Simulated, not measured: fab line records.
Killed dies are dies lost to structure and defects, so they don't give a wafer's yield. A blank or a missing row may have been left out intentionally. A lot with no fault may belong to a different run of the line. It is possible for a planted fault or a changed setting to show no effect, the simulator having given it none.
Chamber matching | flow nand harc | NHARC_A_WL_FILL_ETCHBACK_16 on rie diel-01 has 4 sister chambers
The step etches the open film in C4F8/O2/Ar, target depth 120 nm, time 24 s. 14 wafers are shown with their chamber, then 7 later ones without.

== WAFERS WITH THEIR CHAMBER ==
wafer  | chamber | rf vpp V (V) | oes product au (a.u.)
L257.1 | 1       | 720          | 0.94
L257.3 | 3       | 718          | 0.98
L257.4 | 2       | 719          | 0.97
L260.3 | 1       | 718          | 0.92
L260.5 | 0       | 721          | 0.93
L260.6 | 3       | 719          | 0.93
L266.2 | 3       | 717          | 0.94
L266.3 | 0       | 722          | 0.91
L266.6 | 3       | 715          | 0.94
L268.1 | 1       | 719          | 1.03
L268.2 | 0       | 721          | 0.99
L268.6 | 1       | 719          | 1.01
L267.1 | 1       | 718          | 1.02
L267.3 | 0       | 722          | 0.99

SIGNATURES, as means of the wafers listed above
reading        | chamber 0 | chamber 1 | chamber 2 | chamber 3 | scatter within a chamber
rf vpp V       | 721.50    | 718.80    | 719.00    | 717.25    | 1.12
oes product au | 0.9550    | 0.9840    | 0.9700    | 0.9475    | 0.0409
Rule: distance of a wafer from a chamber = root of the sum over the readings of ((wafer's reading minus chamber's mean) / reading's scatter) squared. The wafer belongs to the nearest chamber; if the next one is less than 2 further off, it can't be placed. How the scatter is found: for the shown wafers, subtract from each reading the mean of its chamber, square and add these, divide the total by (wafers less chambers), then take the root.

== WAFERS WITH NO CHAMBER GIVEN ==
wafer  | rf vpp V (V) | oes product au (a.u.)
L267.4 | 719          | 1.00
L277.1 | 717          | 1.00
L277.4 | 718          | 0.99
L277.6 | 717          | 1.00
L278.1 | 718          | 1.02
L278.3 | 721          | 0.99
L278.4 | 716          | 0.99

== CHAMBER TAKEN BY EACH ==
wafer  | from the rows above          | in truth
L267.4 | can't be placed: 1 or 2 or 3 | 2
L277.1 | can't be placed: 3 or 1 or 2 | 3
L277.4 | can't be placed: 1 or 2 or 3 | 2
L277.6 | can't be placed: 3 or 1 or 2 | 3
L278.1 | can't be placed: 1 or 2 or 3 | 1
L278.3 | can't be placed: 0 or 2 or 1 | 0
L278.4 | can't be placed: 3 or 1 or 2 | 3
Placed correctly: 0 of 7. Can't be placed from these rows: 7 (the true chamber is among the candidates in 7). 0 placed wrongly.
